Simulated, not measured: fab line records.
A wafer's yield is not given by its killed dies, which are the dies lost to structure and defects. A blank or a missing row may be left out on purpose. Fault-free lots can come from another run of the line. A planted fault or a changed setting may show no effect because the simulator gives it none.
Which of the tools did it? :: flow n5_finfet :: Sampling: 24 lots, 72 wafers, 6 of 1938 route steps

WHAT THE GAUGES SHOWED, per wafer
N5_BEOL_M5_THK_MEAS_53: measures by xrf. Usual: M5_THK typically reads 61.2 nm, with standard deviation 1.8.
lot: L074
measured: day 8 06:32
on: film_metro-01
M5_THK (nm): 58.7 58.1 56.7
flag: 

lot: L075
measured: day 8 14:22
on: film_metro-02
M5_THK (nm): 59.4 58.1 61.3
flag: 

lot: L076
measured: day 9 07:10
on: film_metro-01
M5_THK (nm): 60.2 60.9 59.2
flag: 

lot: L077
measured: day 10 01:32
on: film_metro-02
M5_THK (nm): 58.9 58.7 59.0
flag: 

lot: L080
measured: day 10 00:14
on: film_metro-02
M5_THK (nm): 63.2 64.9 62.9
flag: 

lot: L079
measured: day 10 06:05
on: film_metro-02
M5_THK (nm): 60.8 62.3 62.0
flag: 

lot: L078
measured: day 10 04:55
on: film_metro-01
M5_THK (nm): 61.3 61.8 60.5
flag: 

lot: L082
measured: day 10 09:35
on: film_metro-01
M5_THK (nm): 59.7 61.2 62.0
flag: 

lot: L083
measured: day 10 12:34
on: film_metro-02
M5_THK (nm): 60.7 63.4 61.8
flag: 

lot: L081
measured: day 10 19:34
on: film_metro-01
M5_THK (nm): 61.4 63.2 61.6
flag: 

lot: L084
measured: day 11 10:46
on: film_metro-01
M5_THK (nm): 62.1 60.2 60.8
flag: 

lot: L085
measured: day 11 14:57
on: film_metro-01
M5_THK (nm): 61.8 64.6 62.1
flag: 

lot: L086
measured: day 11 23:14
on: film_metro-02
M5_THK (nm): 62.6 63.1 60.5
flag: 

lot: L087
measured: day 12 10:41
on: film_metro-02
M5_THK (nm): 61.1 63.8 65.6
flag: 

lot: L088
measured: day 12 07:50
on: film_metro-02
M5_THK (nm): 60.7 61.1 63.7
flag: 

lot: L089
measured: day 13 01:56
on: film_metro-02
M5_THK (nm): 61.9 60.9 64.3
flag: 

lot: L091
measured: day 13 02:55
on: film_metro-01
M5_THK (nm): 61.8 59.3 59.7
flag: 

lot: L090
measured: day 13 04:57
on: film_metro-02
M5_THK (nm): 62.2 61.2 62.7
flag: 

lot: L092
measured: day 13 07:17
on: film_metro-01
M5_THK (nm): 63.1 61.7 59.9
flag: 

lot: L093
measured: day 13 13:22
on: film_metro-01
M5_THK (nm): 65.6 61.5 63.8
flag: 

lot: L094
measured: day 13 22:53
on: film_metro-01
M5_THK (nm): 61.5 58.9 62.5
flag: 

lot: L095
measured: day 14 07:47
on: film_metro-02
M5_THK (nm): 61.5 64.1 62.9
flag: 

lot: L096
measured: day 14 15:46
on: film_metro-02
M5_THK (nm): 61.0 58.9 61.4
flag: 

lot: L097
measured: day 14 15:48
on: film_metro-01
M5_THK (nm): 60.4 61.8 59.5
flag: 

N5_BEOL_M6_OVL_MEAS_29. Usual: V5_OVL typically reads 0.1 nm, with standard deviation 0.71.
lot: L074
measured: day 8 12:46
on: overlay-02
V5_OVL (nm): 0.1 -0.6 -0.2
flag: 

lot: L075
measured: day 8 20:08
on: overlay-01
V5_OVL (nm): -1.0 0.7 -0.2
flag: 

lot: L076
measured: day 9 11:47
on: overlay-01
V5_OVL (nm): 0.2 0.1 0.3
flag: 

lot: L077
measured: day 10 09:17
on: overlay-02
V5_OVL (nm): -0.4 0.6 0.0
flag: 

lot: L080
measured: day 10 09:08
on: overlay-01
V5_OVL (nm): 1.6 0.5 -0.7
flag: 

lot: L079
measured: day 10 12:38
on: overlay-01
V5_OVL (nm): -0.6 0.1 0.0
flag: 

lot: L078
measured: day 10 09:31
on: overlay-02
V5_OVL (nm): 0.1 -0.3 0.3
flag: 

lot: L082
measured: day 10 12:47
on: overlay-01
V5_OVL (nm): 0.7 0.5 0.3
flag: 

lot: L083
measured: day 10 18:17
on: overlay-01
V5_OVL (nm): 1.8 1.2 0.9
flag: 

lot: L081
measured: day 10 23:39
on: overlay-01
V5_OVL (nm): 0.1 0.4 1.0
flag: 

lot: L084
measured: day 11 14:01
on: overlay-02
V5_OVL (nm): -0.9 -1.0 -1.0
flag: 

lot: L085
measured: day 11 20:25
on: overlay-01
V5_OVL (nm): 0.3 0.6 0.7
flag: 

lot: L086
measured: day 12 06:06
on: overlay-01
V5_OVL (nm): 1.0 0.9 0.0
flag: 

lot: L087
measured: day 12 15:19
on: overlay-02
V5_OVL (nm): -0.7 0.0 -0.1
flag: 

lot: L088
measured: day 12 11:34
on: overlay-01
V5_OVL (nm): 0.1 0.4 -0.1
flag: 

lot: L089
measured: day 13 05:43
on: overlay-02
V5_OVL (nm): 0.0 1.0 0.8
flag: 

lot: L091
measured: day 13 10:02
on: overlay-02
V5_OVL (nm): -0.1 0.1 -1.5
flag: 

lot: L090
measured: day 13 09:59
on: overlay-01
V5_OVL (nm): 1.2 0.3 0.0
flag: 

lot: L092
measured: day 13 12:24
on: overlay-01
V5_OVL (nm): -1.6 0.0 -1.4
flag: 

lot: L093
measured: day 13 16:56
on: overlay-01
V5_OVL (nm): 0.5 -0.3 1.5
flag: 

lot: L094
measured: day 14 05:50
on: overlay-01
V5_OVL (nm): 0.6 -0.3 -0.7
flag: 

lot: L095
measured: day 14 11:34
on: overlay-01
V5_OVL (nm): 0.6 1.0 0.5
flag: 

lot: L096
measured: day 14 19:23
on: overlay-02
V5_OVL (nm): 0.0 0.2 -1.1
flag: 

lot: L097
measured: day 14 20:22
on: overlay-01
V5_OVL (nm): 0.0 -0.9 0.1
flag: 

TOOL THAT RAN EACH LOT (tool first, then ch and the chambers of the sampled wafers, then the start)
lot: L074
N5_BEOL_M5_HM_OPEN_17: rie_metal-01 ch 0,1, day 7 21:18
N5_BEOL_M5_ANNEAL_49: pvd_sputter-02, day 8 01:28
N5_BEOL_M6_CURE_74: uv_cure-01 ch 1, day 8 07:07
N5_BEOL_M6_STRIP_19: rie_diel-02 ch 0,2, day 8 10:26

lot: L075
N5_BEOL_M5_HM_OPEN_17: rie_metal-03 ch 0,1, day 8 05:29
N5_BEOL_M5_ANNEAL_49: pvd_sputter-02, day 8 09:18
N5_BEOL_M6_CURE_74: uv_cure-01 ch 1, day 8 14:51
N5_BEOL_M6_STRIP_19: rie_diel-03 ch 0,3, day 8 17:50

lot: L076
N5_BEOL_M5_HM_OPEN_17: rie_metal-02 ch 1, day 8 22:59
N5_BEOL_M5_ANNEAL_49: pvd_sputter-01, day 9 01:56
N5_BEOL_M6_CURE_74: uv_cure-02 ch 1, day 9 07:34
N5_BEOL_M6_STRIP_19: rie_diel-02 ch 0,1, day 9 09:48

lot: L077
N5_BEOL_M5_HM_OPEN_17: rie_metal-02 ch 0,1, day 9 15:03
N5_BEOL_M5_ANNEAL_49: pvd_sputter-03, day 9 20:29
N5_BEOL_M6_CURE_74: uv_cure-02 ch 0, day 10 02:25
N5_BEOL_M6_STRIP_19: rie_diel-04 ch 0,3, day 10 06:31

lot: L080
N5_BEOL_M5_HM_OPEN_17: rie_metal-01 ch 0,1, day 9 15:19
N5_BEOL_M5_ANNEAL_49: pvd_sputter-01, day 9 19:01
N5_BEOL_M6_CURE_74: uv_cure-01 ch 0, day 10 00:47
N5_BEOL_M6_STRIP_19: rie_diel-04 ch 2,3, day 10 05:45

lot: L079
N5_BEOL_M5_HM_OPEN_17: rie_metal-03 ch 0,1, day 9 18:11
N5_BEOL_M5_ANNEAL_49: pvd_sputter-02, day 10 01:02
N5_BEOL_M6_CURE_74: uv_cure-02 ch 0, day 10 06:38
N5_BEOL_M6_STRIP_19: rie_diel-03 ch 2,3, day 10 10:54

lot: L078
N5_BEOL_M5_HM_OPEN_17: rie_metal-03 ch 0,1, day 9 19:08
N5_BEOL_M5_ANNEAL_49: pvd_sputter-01, day 9 23:51
N5_BEOL_M6_CURE_74: uv_cure-01 ch 2, day 10 05:19
N5_BEOL_M6_STRIP_19: rie_diel-03 ch 2,3, day 10 07:26

lot: L082
N5_BEOL_M5_HM_OPEN_17: rie_metal-01 ch 0,1, day 9 22:17
N5_BEOL_M5_ANNEAL_49: pvd_sputter-01, day 10 04:31
N5_BEOL_M6_CURE_74: uv_cure-03 ch 1, day 10 10:04
N5_BEOL_M6_STRIP_19: rie_diel-03 ch 0,1,3, day 10 11:51

lot: L083
N5_BEOL_M5_HM_OPEN_17: rie_metal-02 ch 0,1, day 10 00:15
N5_BEOL_M5_ANNEAL_49: pvd_sputter-03, day 10 06:32
N5_BEOL_M6_CURE_74: uv_cure-02 ch 1, day 10 13:02
N5_BEOL_M6_STRIP_19: rie_diel-03 ch 1,2,3, day 10 14:53

lot: L081
N5_BEOL_M5_HM_OPEN_17: rie_metal-02 ch 0,1, day 10 10:55
N5_BEOL_M5_ANNEAL_49: pvd_sputter-03, day 10 14:31
N5_BEOL_M6_CURE_74: uv_cure-03 ch 0, day 10 19:58
N5_BEOL_M6_STRIP_19: rie_diel-04 ch 0,3, day 10 21:47

lot: L084
N5_BEOL_M5_HM_OPEN_17: rie_metal-02 ch 0,1, day 11 02:49
N5_BEOL_M5_ANNEAL_49: pvd_sputter-03, day 11 05:30
N5_BEOL_M6_CURE_74: uv_cure-01 ch 2, day 11 11:10
N5_BEOL_M6_STRIP_19: rie_diel-02 ch 0,3, day 11 13:32

lot: L085
N5_BEOL_M5_HM_OPEN_17: rie_metal-01 ch 0,1, day 11 05:04
N5_BEOL_M5_ANNEAL_49: pvd_sputter-02, day 11 09:37
N5_BEOL_M6_CURE_74: uv_cure-03 ch 2, day 11 15:27
N5_BEOL_M6_STRIP_19: rie_diel-04 ch 0,1,3, day 11 17:53

lot: L086
N5_BEOL_M5_HM_OPEN_17: rie_metal-02 ch 1, day 11 13:55
N5_BEOL_M5_ANNEAL_49: pvd_sputter-02, day 11 18:10
N5_BEOL_M6_CURE_74: uv_cure-01 ch 0, day 11 23:38
N5_BEOL_M6_STRIP_19: rie_diel-03 ch 0,3, day 12 02:34

lot: L087
N5_BEOL_M5_HM_OPEN_17: rie_metal-02 ch 1, day 11 22:04
N5_BEOL_M5_ANNEAL_49: pvd_sputter-03, day 12 05:05
N5_BEOL_M6_CURE_74: uv_cure-01 ch 0, day 12 11:05
N5_BEOL_M6_STRIP_19: rie_diel-04 ch 0,3, day 12 13:37

lot: L088
N5_BEOL_M5_HM_OPEN_17: rie_metal-03 ch 0,1, day 11 23:58
N5_BEOL_M5_ANNEAL_49: pvd_sputter-01, day 12 02:46
N5_BEOL_M6_CURE_74: uv_cure-03 ch 0, day 12 08:13
N5_BEOL_M6_STRIP_19: rie_diel-02 ch 0,2, day 12 10:20

lot: L089
N5_BEOL_M5_HM_OPEN_17: rie_metal-01 ch 0,1, day 12 17:16
N5_BEOL_M5_ANNEAL_49: pvd_sputter-03, day 12 20:52
N5_BEOL_M6_CURE_74: uv_cure-03 ch 2, day 13 02:26
N5_BEOL_M6_STRIP_19: rie_diel-04 ch 0,1,2, day 13 04:41

lot: L091
N5_BEOL_M5_HM_OPEN_17: rie_metal-02 ch 0, day 12 17:30
N5_BEOL_M5_ANNEAL_49: pvd_sputter-02, day 12 21:51
N5_BEOL_M6_CURE_74: uv_cure-02 ch 1, day 13 03:23
N5_BEOL_M6_STRIP_19: rie_diel-03 ch 0,1, day 13 06:10

lot: L090
N5_BEOL_M5_HM_OPEN_17: rie_metal-02 ch 0,1, day 12 18:13
N5_BEOL_M5_ANNEAL_49: pvd_sputter-01, day 12 23:53
N5_BEOL_M6_CURE_74: uv_cure-03 ch 0, day 13 05:20
N5_BEOL_M6_STRIP_19: rie_diel-04 ch 0,3, day 13 07:36

lot: L092
N5_BEOL_M5_HM_OPEN_17: rie_metal-02 ch 0,1, day 12 19:55
N5_BEOL_M5_ANNEAL_49: pvd_sputter-03, day 13 02:14
N5_BEOL_M6_CURE_74: uv_cure-02 ch 2, day 13 07:47
N5_BEOL_M6_STRIP_19: rie_diel-02 ch 1,2,3, day 13 11:50

lot: L093
N5_BEOL_M5_HM_OPEN_17: rie_metal-01 ch 0,1, day 13 02:36
N5_BEOL_M5_ANNEAL_49: pvd_sputter-02, day 13 06:11
N5_BEOL_M6_CURE_74: uv_cure-02 ch 1, day 13 13:45
N5_BEOL_M6_STRIP_19: rie_diel-03 ch 1,2,3, day 13 15:56

lot: L094
N5_BEOL_M5_HM_OPEN_17: rie_metal-03 ch 0,1, day 13 13:22
N5_BEOL_M5_ANNEAL_49: pvd_sputter-02, day 13 17:34
N5_BEOL_M6_CURE_74: uv_cure-03 ch 2, day 13 23:40
N5_BEOL_M6_STRIP_19: rie_diel-04 ch 0,1,3, day 14 02:55

lot: L095
N5_BEOL_M5_HM_OPEN_17: rie_metal-02 ch 0,1, day 13 21:53
N5_BEOL_M5_ANNEAL_49: pvd_sputter-02, day 14 02:43
N5_BEOL_M6_CURE_74: uv_cure-02 ch 2, day 14 08:11
N5_BEOL_M6_STRIP_19: rie_diel-04 ch 0,1,3, day 14 11:04

lot: L096
N5_BEOL_M5_HM_OPEN_17: rie_metal-01 ch 0, day 14 06:14
N5_BEOL_M5_ANNEAL_49: pvd_sputter-03, day 14 10:42
N5_BEOL_M6_CURE_74: uv_cure-01 ch 2, day 14 16:11
N5_BEOL_M6_STRIP_19: rie_diel-02 ch 1,3, day 14 18:50

lot: L097
N5_BEOL_M5_HM_OPEN_17: rie_metal-02 ch 0,1, day 14 06:29
N5_BEOL_M5_ANNEAL_49: pvd_sputter-02, day 14 10:44
N5_BEOL_M6_CURE_74: uv_cure-02 ch 0, day 14 16:19
N5_BEOL_M6_STRIP_19: rie_diel-03 ch 1,2,3, day 14 19:09
- N5_BEOL_M5_HM_OPEN_17: chemistry Cl2/BCl3, target TiN, target depth 20 nm, overetch 6 nm.
- N5_BEOL_M5_ANNEAL_49: time 1800 s.
- N5_BEOL_M6_CURE_74: cures SiCOH lowk, time 240 s.
- N5_BEOL_M6_STRIP_19: strips in O2.

AS READ BY THE TOOLS THEMSELVES (means over the sampled wafers that have a number; for cases with no such wafer, the mark the record gives instead)
N5_BEOL_M5_HM_OPEN_17. Usual: drypump_motor_current_A 5.9 A, standard deviation 0.44; oes_product_au 0.64 a.u., standard deviation 0.11; throttle_valve_pct 22.14 %, standard deviation 0.24.
lot: L074
tool: rie_metal-01
drypump_motor_current_A (A): 5.5
oes_product_au (a.u.): 0.54
throttle_valve_pct (%): 22.19
flag: 

lot: L075
tool: rie_metal-03
drypump_motor_current_A (A): 5.5
oes_product_au (a.u.): 0.63
throttle_valve_pct (%): 22.54
flag: 

lot: L076
tool: rie_metal-02
drypump_motor_current_A (A): 6.4
oes_product_au (a.u.): 0.54
throttle_valve_pct (%): 21.91
flag: 

lot: L077
tool: rie_metal-02
drypump_motor_current_A (A): 6.4
oes_product_au (a.u.): 0.61
throttle_valve_pct (%): 22.03
flag: 

lot: L080
tool: rie_metal-01
drypump_motor_current_A (A): 5.5
oes_product_au (a.u.): 0.55
throttle_valve_pct (%): 22.19
flag: 

lot: L079
tool: rie_metal-03
drypump_motor_current_A (A): 5.5
oes_product_au (a.u.): 0.58
throttle_valve_pct (%): 22.43
flag: 

lot: L078
tool: rie_metal-03
drypump_motor_current_A (A): 5.5
oes_product_au (a.u.): 0.59
throttle_valve_pct (%): 22.43
flag: 

lot: L082
tool: rie_metal-01
drypump_motor_current_A (A): 5.4
oes_product_au (a.u.): 0.58
throttle_valve_pct (%): 22.07
flag: 

lot: L083
tool: rie_metal-02
drypump_motor_current_A (A): 6.4
oes_product_au (a.u.): 0.61
throttle_valve_pct (%): 22.02
flag: 

lot: L081
tool: rie_metal-02
drypump_motor_current_A (A): 6.4
oes_product_au (a.u.): 0.61
throttle_valve_pct (%): 22.01
flag: 

lot: L084
tool: rie_metal-02
drypump_motor_current_A (A): 6.4
oes_product_au (a.u.): 0.60
throttle_valve_pct (%): 22.03
flag: 

lot: L085
tool: rie_metal-01
drypump_motor_current_A (A): 5.5
oes_product_au (a.u.): 0.76
throttle_valve_pct (%): 21.94
flag: 

lot: L086
tool: rie_metal-02
drypump_motor_current_A (A): 6.4
oes_product_au (a.u.): 0.53
throttle_valve_pct (%): 21.93
flag: 

lot: L087
tool: rie_metal-02
drypump_motor_current_A (A): 6.4
oes_product_au (a.u.): 0.53
throttle_valve_pct (%): 21.93
flag: 

lot: L088
tool: rie_metal-03
drypump_motor_current_A (A): 5.5
oes_product_au (a.u.): 0.61
throttle_valve_pct (%): 22.56
flag: 

lot: L089
tool: rie_metal-01
drypump_motor_current_A (A): 5.5
oes_product_au (a.u.): 0.72
throttle_valve_pct (%): 21.95
flag: 

lot: L091
tool: rie_metal-02
drypump_motor_current_A (A): 6.4
oes_product_au (a.u.): 0.72
throttle_valve_pct (%): 22.25
flag: 

lot: L090
tool: rie_metal-02
drypump_motor_current_A (A): 6.3
oes_product_au (a.u.): 0.65
throttle_valve_pct (%): 22.14
flag: 

lot: L092
tool: rie_metal-02
drypump_motor_current_A (A): 6.3
oes_product_au (a.u.): 0.66
throttle_valve_pct (%): 22.15
flag: 

lot: L093
tool: rie_metal-01
drypump_motor_current_A (A): 5.5
oes_product_au (a.u.): 0.65
throttle_valve_pct (%): 21.99
flag: 

lot: L094
tool: rie_metal-03
drypump_motor_current_A (A): 5.5
oes_product_au (a.u.): 0.58
throttle_valve_pct (%): 22.45
flag: 

lot: L095
tool: rie_metal-02
drypump_motor_current_A (A): 6.4
oes_product_au (a.u.): 0.82
throttle_valve_pct (%): 21.88
flag: 

lot: L096
tool: rie_metal-01
drypump_motor_current_A (A): 5.5
oes_product_au (a.u.): 0.78
throttle_valve_pct (%): 21.91
flag: 

lot: L097
tool: rie_metal-02
drypump_motor_current_A (A): 6.4
oes_product_au (a.u.): 0.79
throttle_valve_pct (%): 21.88
flag: 

N5_BEOL_M5_ANNEAL_49. Usual: 820 W for heater_power_w, sd 58.
lot: L074
tool: pvd_sputter-02
heater_power_w (W): 855
flag: 

lot: L075
tool: pvd_sputter-02
heater_power_w (W): 816
flag: 

lot: L076
tool: pvd_sputter-01
heater_power_w (W): 775
flag: 

lot: L077
tool: pvd_sputter-03
heater_power_w (W): 830
flag: 

lot: L080
tool: pvd_sputter-01
heater_power_w (W): 749
flag: 

lot: L079
tool: pvd_sputter-02
heater_power_w (W): 819
flag: 

lot: L078
tool: pvd_sputter-01
heater_power_w (W): 751
flag: 

lot: L082
tool: pvd_sputter-01
heater_power_w (W): 856
flag: 

lot: L083
tool: pvd_sputter-03
heater_power_w (W): 821
flag: 

lot: L081
tool: pvd_sputter-03
heater_power_w (W): 852
flag: 

lot: L084
tool: pvd_sputter-03
heater_power_w (W): 861
flag: 

lot: L085
tool: pvd_sputter-02
heater_power_w (W): 823
flag: 

lot: L086
tool: pvd_sputter-02
heater_power_w (W): 803
flag: 

lot: L087
tool: pvd_sputter-03
heater_power_w (W): 832
flag: 

lot: L088
tool: pvd_sputter-01
heater_power_w (W): 786
flag: 

lot: L089
tool: pvd_sputter-03
heater_power_w (W): 815
flag: 

lot: L091
tool: pvd_sputter-02
heater_power_w (W): 820
flag: 

lot: L090
tool: pvd_sputter-01
heater_power_w (W): 782
flag: 

lot: L092
tool: pvd_sputter-03
heater_power_w (W): 854
flag: 

lot: L093
tool: pvd_sputter-02
heater_power_w (W): 855
flag: 

lot: L094
tool: pvd_sputter-02
heater_power_w (W): 823
flag: 

lot: L095
tool: pvd_sputter-02
heater_power_w (W): 813
flag: 

lot: L096
tool: pvd_sputter-03
heater_power_w (W): 826
flag: 

lot: L097
tool: pvd_sputter-02
heater_power_w (W): 791
flag: 

N5_BEOL_M6_CURE_74. Usual: lamp_power_pct 52.32 %, standard deviation 0.05; wafer_temp_C_max 386.9, standard deviation 0.71.
lot: L074
tool: uv_cure-01
lamp_power_pct (%): 52.31
wafer_temp_C_max: 387.8
flag: 

lot: L075
tool: uv_cure-01
lamp_power_pct (%): 52.28
wafer_temp_C_max: 387.9
flag: 

lot: L076
tool: uv_cure-02
lamp_power_pct (%): 52.34
wafer_temp_C_max: 387.5
flag: 

lot: L077
tool: uv_cure-02
lamp_power_pct (%): 52.35
wafer_temp_C_max: 386.3
flag: 

lot: L080
tool: uv_cure-01
lamp_power_pct (%): 52.37
wafer_temp_C_max: 387.3
flag: 

lot: L079
tool: uv_cure-02
lamp_power_pct (%): 52.37
wafer_temp_C_max: 386.5
flag: 

lot: L078
tool: uv_cure-01
lamp_power_pct (%): 52.32
wafer_temp_C_max: 386.1
flag: 

lot: L082
tool: uv_cure-03
lamp_power_pct (%): 52.31
wafer_temp_C_max: 386.8
flag: 

lot: L083
tool: uv_cure-02
lamp_power_pct (%): 52.27
wafer_temp_C_max: 388.1
flag: 

lot: L081
tool: uv_cure-03
lamp_power_pct (%): 52.29
wafer_temp_C_max: 386.4
flag: 

lot: L084
tool: uv_cure-01
lamp_power_pct (%): 52.32
wafer_temp_C_max: 386.1
flag: 

lot: L085
tool: uv_cure-03
lamp_power_pct (%): 52.39
wafer_temp_C_max: 386.4
flag: 

lot: L086
tool: uv_cure-01
lamp_power_pct (%): 52.35
wafer_temp_C_max: 387.7
flag: 

lot: L087
tool: uv_cure-01
lamp_power_pct (%): 52.27
wafer_temp_C_max: 387.7
flag: 

lot: L088
tool: uv_cure-03
lamp_power_pct (%): 52.32
wafer_temp_C_max: 387.1
flag: 

lot: L089
tool: uv_cure-03
lamp_power_pct (%): 52.33
wafer_temp_C_max: 386.3
flag: 

lot: L091
tool: uv_cure-02
lamp_power_pct (%): 52.37
wafer_temp_C_max: 387.8
flag: 

lot: L090
tool: uv_cure-03
lamp_power_pct (%): 52.28
wafer_temp_C_max: 386.3
flag: 

lot: L092
tool: uv_cure-02
lamp_power_pct (%): 52.35
wafer_temp_C_max: 387.0
flag: 

lot: L093
tool: uv_cure-02
lamp_power_pct (%): 52.28
wafer_temp_C_max: 387.1
flag: 

lot: L094
tool: uv_cure-03
lamp_power_pct (%): 52.31
wafer_temp_C_max: 386.2
flag: 

lot: L095
tool: uv_cure-02
lamp_power_pct (%): 52.32
wafer_temp_C_max: 387.1
flag: 

lot: L096
tool: uv_cure-01
lamp_power_pct (%): 52.29
wafer_temp_C_max: 386.0
flag: 

lot: L097
tool: uv_cure-02
lamp_power_pct (%): 52.31
wafer_temp_C_max: 386.7
flag: 

N5_BEOL_M6_STRIP_19. Usual: drypump_motor_current_A 5.9 A, standard deviation 0.5; oes_product_au 0.83 a.u., standard deviation 0.094; rf_vpp_V 3.7 V, standard deviation 0.65; showerhead_plenum_p_Torr 2.13 Torr, standard deviation 0.075; throttle_valve_pct 16.57 %, standard deviation 0.15.
lot: L074
tool: rie_diel-02
drypump_motor_current_A (A): 5.3
oes_product_au (a.u.): 0.72
rf_vpp_V (V): 3.7
showerhead_plenum_p_Torr (Torr): 2.06
throttle_valve_pct (%): 16.79
flag: 

lot: L075
tool: rie_diel-03
drypump_motor_current_A (A): 5.6
oes_product_au (a.u.): 0.81
rf_vpp_V (V): 3.4
showerhead_plenum_p_Torr (Torr): 2.13
throttle_valve_pct (%): 16.50
flag: 

lot: L076
tool: rie_diel-02
drypump_motor_current_A (A): 5.9
oes_product_au (a.u.): 0.71
rf_vpp_V (V): 3.9
showerhead_plenum_p_Torr (Torr): 2.10
throttle_valve_pct (%): 16.62
flag: 

lot: L077
tool: rie_diel-04
drypump_motor_current_A (A): 6.5
oes_product_au (a.u.): 0.88
rf_vpp_V (V): 3.8
showerhead_plenum_p_Torr (Torr): 2.17
throttle_valve_pct (%): 16.68
flag: 

lot: L080
tool: rie_diel-04
drypump_motor_current_A (A): 6.1
oes_product_au (a.u.): 0.80
rf_vpp_V (V): 4.4
showerhead_plenum_p_Torr (Torr): 2.08
throttle_valve_pct (%): 16.76
flag: 

lot: L079
tool: rie_diel-03
drypump_motor_current_A (A): 5.5
oes_product_au (a.u.): 0.82
rf_vpp_V (V): 3.9
showerhead_plenum_p_Torr (Torr): 2.14
throttle_valve_pct (%): 16.49
flag: 

lot: L078
tool: rie_diel-03
drypump_motor_current_A (A): 5.5
oes_product_au (a.u.): 0.84
rf_vpp_V (V): 3.9
showerhead_plenum_p_Torr (Torr): 2.15
throttle_valve_pct (%): 16.48
flag: 

lot: L082
tool: rie_diel-03
drypump_motor_current_A (A): 5.5
oes_product_au (a.u.): 0.82
rf_vpp_V (V): 3.6
showerhead_plenum_p_Torr (Torr): 2.14
throttle_valve_pct (%): 16.50
flag: 

lot: L083
tool: rie_diel-03
drypump_motor_current_A (A): 5.5
oes_product_au (a.u.): 0.84
rf_vpp_V (V): 3.7
showerhead_plenum_p_Torr (Torr): 2.15
throttle_valve_pct (%): 16.47
flag: 

lot: L081
tool: rie_diel-04
drypump_motor_current_A (A): 6.6
oes_product_au (a.u.): 0.89
rf_vpp_V (V): 4.3
showerhead_plenum_p_Torr (Torr): 2.20
throttle_valve_pct (%): 16.66
flag: 

lot: L084
tool: rie_diel-02
drypump_motor_current_A (A): 5.5
oes_product_au (a.u.): 0.71
rf_vpp_V (V): 3.2
showerhead_plenum_p_Torr (Torr): 2.05
throttle_valve_pct (%): 16.70
flag: 

lot: L085
tool: rie_diel-04
drypump_motor_current_A (A): 6.5
oes_product_au (a.u.): 0.88
rf_vpp_V (V): 4.0
showerhead_plenum_p_Torr (Torr): 2.14
throttle_valve_pct (%): 16.59
flag: 

lot: L086
tool: rie_diel-03
drypump_motor_current_A (A): 5.7
oes_product_au (a.u.): 0.84
rf_vpp_V (V): 4.1
showerhead_plenum_p_Torr (Torr): 2.17
throttle_valve_pct (%): 16.55
flag: 

lot: L087
tool: rie_diel-04
drypump_motor_current_A (A): 6.6
oes_product_au (a.u.): 0.86
rf_vpp_V (V): 4.3
showerhead_plenum_p_Torr (Torr): 2.20
throttle_valve_pct (%): 16.70
flag: 

lot: L088
tool: rie_diel-02
drypump_motor_current_A (A): 5.2
oes_product_au (a.u.): 0.91
rf_vpp_V (V): 3.0
showerhead_plenum_p_Torr (Torr): 2.11
throttle_valve_pct (%): 16.69
flag: 

lot: L089
tool: rie_diel-04
drypump_motor_current_A (A): 6.2
oes_product_au (a.u.): 0.89
rf_vpp_V (V): 3.0
showerhead_plenum_p_Torr (Torr): 2.17
throttle_valve_pct (%): 16.50
flag: 

lot: L091
tool: rie_diel-03
drypump_motor_current_A (A): 5.4
oes_product_au (a.u.): 0.76
rf_vpp_V (V): 3.2
showerhead_plenum_p_Torr (Torr): 2.09
throttle_valve_pct (%): 16.53
flag: 

lot: L090
tool: rie_diel-04
drypump_motor_current_A (A): 6.6
oes_product_au (a.u.): 0.85
rf_vpp_V (V): 3.8
showerhead_plenum_p_Torr (Torr): 2.19
throttle_valve_pct (%): 16.72
flag: 

lot: L092
tool: rie_diel-02
drypump_motor_current_A (A): 5.7
oes_product_au (a.u.): 0.88
rf_vpp_V (V): 3.4
showerhead_plenum_p_Torr (Torr): 2.12
throttle_valve_pct (%): 16.55
flag: 

lot: L093
tool: rie_diel-03
drypump_motor_current_A (A): 5.5
oes_product_au (a.u.): 0.81
rf_vpp_V (V): 3.5
showerhead_plenum_p_Torr (Torr): 2.14
throttle_valve_pct (%): 16.54
flag: 

lot: L094
tool: rie_diel-04
drypump_motor_current_A (A): 6.5
oes_product_au (a.u.): 0.85
rf_vpp_V (V): 3.4
showerhead_plenum_p_Torr (Torr): 2.13
throttle_valve_pct (%): 16.62
flag: 

lot: L095
tool: rie_diel-04
drypump_motor_current_A (A): 6.5
oes_product_au (a.u.): 0.85
rf_vpp_V (V): 4.2
showerhead_plenum_p_Torr (Torr): 2.13
throttle_valve_pct (%): 16.63
flag: 

lot: L096
tool: rie_diel-02
drypump_motor_current_A (A): 6.1
oes_product_au (a.u.): 0.84
rf_vpp_V (V): 3.9
showerhead_plenum_p_Torr (Torr): 2.11
throttle_valve_pct (%): 16.41
flag: 

lot: L097
tool: rie_diel-03
drypump_motor_current_A (A): 5.5
oes_product_au (a.u.): 0.80
rf_vpp_V (V): 3.5
showerhead_plenum_p_Torr (Torr): 2.14
throttle_valve_pct (%): 16.56
flag: 

THE ANSWER, worked out from the rows above alone
Rule: a lot counts as off when the mean over its wafers that have a number is more than 3 standard deviations away from the usual mean. A lot without any number at a reading at which 4 lots or more have one is off too. Where the step has rows for the other lots, those lots are counted as sound. The gauges are gone through in route order, then the tools' own readings, and for those a lot's mean is taken as printed above. The first step at which some lot is off is used, and at that step the reading that is off furthest; a lot without a number counts as furthest.
Across all readings shown, no lot is off: no conclusion can be drawn from this.

WHAT WAS PUT IN BY THE SIMULATOR
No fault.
